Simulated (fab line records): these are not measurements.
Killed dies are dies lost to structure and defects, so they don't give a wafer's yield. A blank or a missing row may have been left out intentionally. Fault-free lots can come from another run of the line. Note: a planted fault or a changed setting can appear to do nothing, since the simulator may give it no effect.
Which tool was responsible? / flow n5Finfet / 27 wafers from 9 lots sampled at 6 of the route's 1938 steps

WHAT THE GAUGES SHOWED, per wafer
N5_BEOL_M0_SAQP_CD_MEAS_40 targets a cd of 30 nm.
lot=L654; measured=day 6 06:44; on=cdSem-02; cdNm (nm)=30.05 30.23 29.78
lot=L656; measured=day 6 23:49; on=cdSem-01; cdNm (nm)=22.31 22.20 29.91
lot=L659; measured=day 7 17:16; on=cdSem-02; cdNm (nm)=30.21 21.63 29.68
lot=L667; measured=day 9 15:53; on=cdSem-03; cdNm (nm)=29.88 30.18 29.93
lot=L670; measured=day 10 12:55; on=cdSem-01; cdNm (nm)=29.80 30.21 30.12
lot=L653; measured=day 10 16:03; on=cdSem-03; cdNm (nm)=29.70 29.63 29.78
lot=L671; measured=day 10 20:07; on=cdSem-01; cdNm (nm)=30.02 29.59 30.02
lot=L672; measured=day 11 05:19; on=cdSem-02; cdNm (nm)=29.94 30.12 30.33
lot=L674; measured=day 11 09:13; on=cdSem-01; cdNm (nm)=29.68 29.63 30.11

N5_BEOL_M4_RC_MEAS_101.
lot=L654; measured=day 8 15:06; on=prober-02; DIBL_N (mV/V)=33.5 35.2 37.1; DIBL_P (mV/V)=30.8 33.0 34.6; IOFF_N (nA/um)=0.133 0.156 0.187; IOFF_P (nA/um)=0.20 0.23 0.26; ION_N (uA/um)=683 686 677; ION_P (uA/um)=480 476 471; SS_N (mV/dec)=70.9 70.7 72.3; SS_P (mV/dec)=72.1 72.6 73.4; VT_N (mV)=249.5 249.5 245.7; VT_P (mV)=-248 -246 -244
lot=L656; measured=day 9 00:39; on=prober-02; DIBL_N (mV/V)=36.4; DIBL_P (mV/V)=35.9; IOFF_N (nA/um)=0.167; IOFF_P (nA/um)=0.23; ION_N (uA/um)=676; ION_P (uA/um)=469; SS_N (mV/dec)=71.2; SS_P (mV/dec)=73.8; VT_N (mV)=247.0; VT_P (mV)=-247
lot=L659; measured=day 9 18:08; on=prober-01; DIBL_N (mV/V)=35.6 34.8; DIBL_P (mV/V)=34.9 35.5; IOFF_N (nA/um)=0.137 0.139; IOFF_P (nA/um)=0.18 0.20; ION_N (uA/um)=654 670; ION_P (uA/um)=451 466; SS_N (mV/dec)=71.5 70.8; SS_P (mV/dec)=72.7 73.3; VT_N (mV)=255.4 249.9; VT_P (mV)=-251 -250
lot=L667; measured=day 11 15:35; on=prober-02; DIBL_N (mV/V)=36.1 35.4 37.2; DIBL_P (mV/V)=36.2 35.9 38.5; IOFF_N (nA/um)=0.161 0.151 0.198; IOFF_P (nA/um)=0.22 0.22 0.26; ION_N (uA/um)=682 681 694; ION_P (uA/um)=473 466 471; SS_N (mV/dec)=72.0 71.7 71.3; SS_P (mV/dec)=72.8 73.7 72.9; VT_N (mV)=248.9 250.4 244.0; VT_P (mV)=-245 -246 -246
lot=L670; measured=day 12 18:56; on=prober-02; DIBL_N (mV/V)=37.5 34.7 36.6; DIBL_P (mV/V)=34.8 31.6 34.2; IOFF_N (nA/um)=0.156 0.118 0.154; IOFF_P (nA/um)=0.19 0.15 0.19; ION_N (uA/um)=660 643 677; ION_P (uA/um)=450 447 460; SS_N (mV/dec)=71.6 71.4 70.9; SS_P (mV/dec)=73.1 72.4 73.1; VT_N (mV)=251.8 254.1 250.6; VT_P (mV)=-251 -255 -256
lot=L653; measured=day 13 19:43; on=prober-02; DIBL_N (mV/V)=35.2 34.6 35.8; DIBL_P (mV/V)=36.1 35.4 36.3; IOFF_N (nA/um)=0.172 0.143 0.170; IOFF_P (nA/um)=0.23 0.23 0.24; ION_N (uA/um)=691 664 680; ION_P (uA/um)=479 471 468; SS_N (mV/dec)=71.9 71.3 71.6; SS_P (mV/dec)=73.7 73.3 74.1; VT_N (mV)=247.3 251.2 250.4; VT_P (mV)=-247 -246 -246
lot=L671; measured=day 13 17:08; on=prober-01; DIBL_N (mV/V)=34.9 35.7 36.4; DIBL_P (mV/V)=34.5 36.9 37.7; IOFF_N (nA/um)=0.122 0.148 0.163; IOFF_P (nA/um)=0.17 0.21 0.21; ION_N (uA/um)=666 683 683; ION_P (uA/um)=455 467 465; SS_N (mV/dec)=71.1 70.8 71.6; SS_P (mV/dec)=73.3 73.6 73.8; VT_N (mV)=253.6 250.6 250.1; VT_P (mV)=-252 -250 -251
lot=L672; measured=day 13 21:15; on=prober-01; DIBL_N (mV/V)=37.1 35.3 36.2; DIBL_P (mV/V)=36.8 34.9 36.0; IOFF_N (nA/um)=0.195 0.147 0.178; IOFF_P (nA/um)=0.23 0.19 0.22; ION_N (uA/um)=678 672 677; ION_P (uA/um)=461 457 463; SS_N (mV/dec)=71.9 71.5 72.2; SS_P (mV/dec)=72.9 72.3 72.4; VT_N (mV)=247.2 251.9 249.4; VT_P (mV)=-250 -253 -250
lot=L674; measured=day 14 16:55; on=prober-02; DIBL_N (mV/V)=34.9 40.0 37.2; DIBL_P (mV/V)=33.0 39.2 35.1; IOFF_N (nA/um)=0.124 0.210 0.147; IOFF_P (nA/um)=0.19 0.30 0.23; ION_N (uA/um)=667 684 675; ION_P (uA/um)=465 473 478; SS_N (mV/dec)=70.6 71.4 70.6; SS_P (mV/dec)=72.9 75.1 73.6; VT_N (mV)=250.1 246.3 249.8; VT_P (mV)=-249 -246 -248

TOOL THAT RAN EACH LOT (tool first, then ch and the chambers of the sampled wafers, then the start)
lot=L654; N5_BEOL_M0_SAQP_ETCH_101=rieDiel-05 ch 0,1,2, day 6 04:43; N5_BEOL_M0_SAQP_ETCH_107=rieDiel-04 ch 0,1,3, day 6 05:26; N5_BEOL_M0_SAQP_EXPOSE_37=euvScanner-02 ch 0, day 6 06:36; N5_BEOL_M0_SAQP_CUT_ETCH_46=rieDiel-02 ch 0,1,2, day 6 07:11
lot=L656; N5_BEOL_M0_SAQP_ETCH_101=rieDiel-05 ch 0,1,2, day 6 21:38; N5_BEOL_M0_SAQP_ETCH_107=rieDiel-05 ch 0,1,3, day 6 22:22; N5_BEOL_M0_SAQP_EXPOSE_37=euvScanner-02 ch 0, day 6 23:41; N5_BEOL_M0_SAQP_CUT_ETCH_46=rieDiel-02 ch 2,3, day 7 00:02
lot=L659; N5_BEOL_M0_SAQP_ETCH_101=rieDiel-02 ch 0,1,2, day 7 15:05; N5_BEOL_M0_SAQP_ETCH_107=rieDiel-05 ch 1,3, day 7 15:49; N5_BEOL_M0_SAQP_EXPOSE_37=euvScanner-02 ch 0, day 7 17:08; N5_BEOL_M0_SAQP_CUT_ETCH_46=rieDiel-04 ch 0,2, day 7 17:31
lot=L667; N5_BEOL_M0_SAQP_ETCH_101=rieDiel-04 ch 0,1,3, day 9 13:23; N5_BEOL_M0_SAQP_ETCH_107=rieDiel-04 ch 0,1, day 9 14:29; N5_BEOL_M0_SAQP_EXPOSE_37=euvScanner-01 ch 0, day 9 15:44; N5_BEOL_M0_SAQP_CUT_ETCH_46=rieDiel-02 ch 0,1,3, day 9 16:09
lot=L670; N5_BEOL_M0_SAQP_ETCH_101=rieDiel-04 ch 0,3, day 10 10:46; N5_BEOL_M0_SAQP_ETCH_107=rieDiel-05 ch 0,1,2, day 10 11:29; N5_BEOL_M0_SAQP_EXPOSE_37=euvScanner-01 ch 0, day 10 12:47; N5_BEOL_M0_SAQP_CUT_ETCH_46=rieDiel-02 ch 0,1,3, day 10 13:07
lot=L653; N5_BEOL_M0_SAQP_ETCH_101=rieDiel-04 ch 0,2,3, day 10 13:52; N5_BEOL_M0_SAQP_ETCH_107=rieDiel-05 ch 0,3, day 10 14:35; N5_BEOL_M0_SAQP_EXPOSE_37=euvScanner-02 ch 0, day 10 15:56; N5_BEOL_M0_SAQP_CUT_ETCH_46=rieDiel-02 ch 0,3, day 10 16:16
lot=L671; N5_BEOL_M0_SAQP_ETCH_101=rieDiel-02 ch 2,3, day 10 17:59; N5_BEOL_M0_SAQP_ETCH_107=rieDiel-02 ch 0,2,3, day 10 18:49; N5_BEOL_M0_SAQP_EXPOSE_37=euvScanner-02 ch 0, day 10 19:59; N5_BEOL_M0_SAQP_CUT_ETCH_46=rieDiel-04 ch 0,1, day 10 20:21
lot=L672; N5_BEOL_M0_SAQP_ETCH_101=rieDiel-04 ch 0,2,3, day 11 02:39; N5_BEOL_M0_SAQP_ETCH_107=rieDiel-02 ch 0,1,2, day 11 03:38; N5_BEOL_M0_SAQP_EXPOSE_37=euvScanner-02 ch 0, day 11 05:11; N5_BEOL_M0_SAQP_CUT_ETCH_46=rieDiel-05 ch 0,3, day 11 05:31
lot=L674; N5_BEOL_M0_SAQP_ETCH_101=rieDiel-04 ch 0,2, day 11 06:48; N5_BEOL_M0_SAQP_ETCH_107=rieDiel-04 ch 1,3, day 11 07:31; N5_BEOL_M0_SAQP_EXPOSE_37=euvScanner-02 ch 0, day 11 09:05; N5_BEOL_M0_SAQP_CUT_ETCH_46=rieDiel-04 ch 1,2, day 11 09:26
- N5_BEOL_M0_SAQP_ETCH_101: etches SiNx in CH3F/O2, target depth 29.9 nm, time 42.7 s.
- N5_BEOL_M0_SAQP_ETCH_107: etches SiNx in CH3F/O2, target depth 30 nm.
- N5_BEOL_M0_SAQP_EXPOSE_37: exposes mask M0 CUT1, target cd 30 nm.
- N5_BEOL_M0_SAQP_CUT_ETCH_46: etches SOC in N2/H2, target depth 135 nm, overetch 27 nm, time 202.5 s.

WHAT THE TOOLS THEMSELVES READ (means of the sampled wafers that have a number; where no wafer has one, the mark that the record gives instead)
N5_BEOL_M0_SAQP_ETCH_101.
lot=L654; tool=rieDiel-05; drypumpMotorCurrentA (A)=5.6; oesProductAu (a.u.)=0.76; rfVppV (V)=296; showerheadPlenumPTorr (Torr)=2.00; throttleValvePct (%)=16.58
lot=L656; tool=rieDiel-05; drypumpMotorCurrentA (A)=5.6; oesProductAu (a.u.)=0.75; rfVppV (V)=297; showerheadPlenumPTorr (Torr)=1.99; throttleValvePct (%)=16.60
lot=L659; tool=rieDiel-02; drypumpMotorCurrentA (A)=5.8; oesProductAu (a.u.)=0.81; rfVppV (V)=301; showerheadPlenumPTorr (Torr)=2.05; throttleValvePct (%)=16.51
lot=L667; tool=rieDiel-04; drypumpMotorCurrentA (A)=5.3; oesProductAu (a.u.)=0.71; rfVppV (V)=304; showerheadPlenumPTorr (Torr)=2.04; throttleValvePct (%)=16.46
lot=L670; tool=rieDiel-04; drypumpMotorCurrentA (A)=5.4; oesProductAu (a.u.)=0.71; rfVppV (V)=305; showerheadPlenumPTorr (Torr)=2.04; throttleValvePct (%)=16.41
lot=L653; tool=rieDiel-04; drypumpMotorCurrentA (A)=5.3; oesProductAu (a.u.)=0.77; rfVppV (V)=305; showerheadPlenumPTorr (Torr)=2.03; throttleValvePct (%)=16.47
lot=L671; tool=rieDiel-02; drypumpMotorCurrentA (A)=5.7; oesProductAu (a.u.)=0.85; rfVppV (V)=299; showerheadPlenumPTorr (Torr)=2.12; throttleValvePct (%)=16.35
lot=L672; tool=rieDiel-04; drypumpMotorCurrentA (A)=5.3; oesProductAu (a.u.)=0.76; rfVppV (V)=305; showerheadPlenumPTorr (Torr)=2.03; throttleValvePct (%)=16.49
lot=L674; tool=rieDiel-04; drypumpMotorCurrentA (A)=5.2; oesProductAu (a.u.)=0.79; rfVppV (V)=306; showerheadPlenumPTorr (Torr)=2.06; throttleValvePct (%)=16.34

N5_BEOL_M0_SAQP_ETCH_107.
lot=L654; tool=rieDiel-04; drypumpMotorCurrentA (A)=5.3; oesProductAu (a.u.)=0.72; rfVppV (V)=304; showerheadPlenumPTorr (Torr)=2.05; throttleValvePct (%)=16.41
lot=L656; tool=rieDiel-05; drypumpMotorCurrentA (A)=5.5; oesProductAu (a.u.)=0.75; rfVppV (V)=301; showerheadPlenumPTorr (Torr)=2.01; throttleValvePct (%)=16.58
lot=L659; tool=rieDiel-05; drypumpMotorCurrentA (A)=5.9; oesProductAu (a.u.)=0.80; rfVppV (V)=300; showerheadPlenumPTorr (Torr)=1.99; throttleValvePct (%)=16.40
lot=L667; tool=rieDiel-04; drypumpMotorCurrentA (A)=5.3; oesProductAu (a.u.)=0.74; rfVppV (V)=306; showerheadPlenumPTorr (Torr)=2.08; throttleValvePct (%)=16.32
lot=L670; tool=rieDiel-05; drypumpMotorCurrentA (A)=5.6; oesProductAu (a.u.)=0.82; rfVppV (V)=296; showerheadPlenumPTorr (Torr)=1.99; throttleValvePct (%)=16.50
lot=L653; tool=rieDiel-05; drypumpMotorCurrentA (A)=5.1; oesProductAu (a.u.)=0.88; rfVppV (V)=303; showerheadPlenumPTorr (Torr)=2.02; throttleValvePct (%)=16.53
lot=L671; tool=rieDiel-02; drypumpMotorCurrentA (A)=5.7; oesProductAu (a.u.)=0.81; rfVppV (V)=299; showerheadPlenumPTorr (Torr)=2.08; throttleValvePct (%)=16.41
lot=L672; tool=rieDiel-02; drypumpMotorCurrentA (A)=5.7; oesProductAu (a.u.)=0.79; rfVppV (V)=301; showerheadPlenumPTorr (Torr)=2.05; throttleValvePct (%)=16.54
lot=L674; tool=rieDiel-04; drypumpMotorCurrentA (A)=5.1; oesProductAu (a.u.)=0.70; rfVppV (V)=303; showerheadPlenumPTorr (Torr)=2.04; throttleValvePct (%)=16.53

N5_BEOL_M0_SAQP_EXPOSE_37.
lot=L654; tool=euvScanner-02; stageMsdNm (nm)=0.93
lot=L656; tool=euvScanner-02; stageMsdNm (nm)=0.93
lot=L659; tool=euvScanner-02; stageMsdNm (nm)=0.93
lot=L667; tool=euvScanner-01; stageMsdNm (nm)=0.86
lot=L670; tool=euvScanner-01; stageMsdNm (nm)=0.86
lot=L653; tool=euvScanner-02; stageMsdNm (nm)=0.93
lot=L671; tool=euvScanner-02; stageMsdNm (nm)=0.93
lot=L672; tool=euvScanner-02; stageMsdNm (nm)=0.92
lot=L674; tool=euvScanner-02; stageMsdNm (nm)=0.92

N5_BEOL_M0_SAQP_CUT_ETCH_46.
lot=L654; tool=rieDiel-02; drypumpMotorCurrentA (A)=5.8; rfVppV (V)=524.9; showerheadPlenumPTorr (Torr)=2.61; throttleValvePct (%)=17.97
lot=L656; tool=rieDiel-02; drypumpMotorCurrentA (A)=5.7; rfVppV (V)=527.1; showerheadPlenumPTorr (Torr)=2.70; throttleValvePct (%)=17.69
lot=L659; tool=rieDiel-04; drypumpMotorCurrentA (A)=5.1; rfVppV (V)=526.6; showerheadPlenumPTorr (Torr)=2.61; throttleValvePct (%)=17.74
lot=L667; tool=rieDiel-02; drypumpMotorCurrentA (A)=5.8; rfVppV (V)=526.3; showerheadPlenumPTorr (Torr)=2.62; throttleValvePct (%)=17.93
lot=L670; tool=rieDiel-02; drypumpMotorCurrentA (A)=5.8; rfVppV (V)=526.4; showerheadPlenumPTorr (Torr)=2.62; throttleValvePct (%)=17.95
lot=L653; tool=rieDiel-02; drypumpMotorCurrentA (A)=5.7; rfVppV (V)=526.9; showerheadPlenumPTorr (Torr)=2.66; throttleValvePct (%)=17.77
lot=L671; tool=rieDiel-04; drypumpMotorCurrentA (A)=5.3; rfVppV (V)=525.4; showerheadPlenumPTorr (Torr)=2.63; throttleValvePct (%)=17.75
lot=L672; tool=rieDiel-05; drypumpMotorCurrentA (A)=5.2; rfVppV (V)=522.1; showerheadPlenumPTorr (Torr)=2.48; throttleValvePct (%)=17.90
lot=L674; tool=rieDiel-04; drypumpMotorCurrentA (A)=5.0; rfVppV (V)=525.9; showerheadPlenumPTorr (Torr)=2.62; throttleValvePct (%)=17.84

THE ANSWER, worked out from the rows above alone
Rule: the usual values come from the lots themselves. The widest of any qualifying gaps counts: lots, ordered by their means at a reading, are off when they make up no more than a third of the lots, leave a main group of 4 or more, and stand apart from it by 3 or more times the standard deviation of that group's means. A main group is skipped when, at the precision printed for the reading in the tables above, its means are all equal. Also off: a lot with no number at a reading for which 4 or more lots have one. Where the step has rows for the other lots, those lots are counted as sound. The gauges are gone through in route order, then the tools' own readings, and for those a lot's mean is taken as printed above. At the first step where some lot is off, the reading lying furthest off is the one used; lots without a number count as furthest.
Off, at N5_BEOL_M0_SAQP_CD_MEAS_40 on cdNm: L656, L659. The main group has a mean of 29.94 nm with a standard deviation of 0.14.
If a tool, at a process step before that reading, ran all the lots that are off and no sound lot after the first of them, it fits. The gauges at N5_BEOL_M0_SAQP_CD_MEAS_40 are tried like those tools. Of those tried, none fits.

WHAT HAD BEEN PUT IN BY THE SIMULATOR
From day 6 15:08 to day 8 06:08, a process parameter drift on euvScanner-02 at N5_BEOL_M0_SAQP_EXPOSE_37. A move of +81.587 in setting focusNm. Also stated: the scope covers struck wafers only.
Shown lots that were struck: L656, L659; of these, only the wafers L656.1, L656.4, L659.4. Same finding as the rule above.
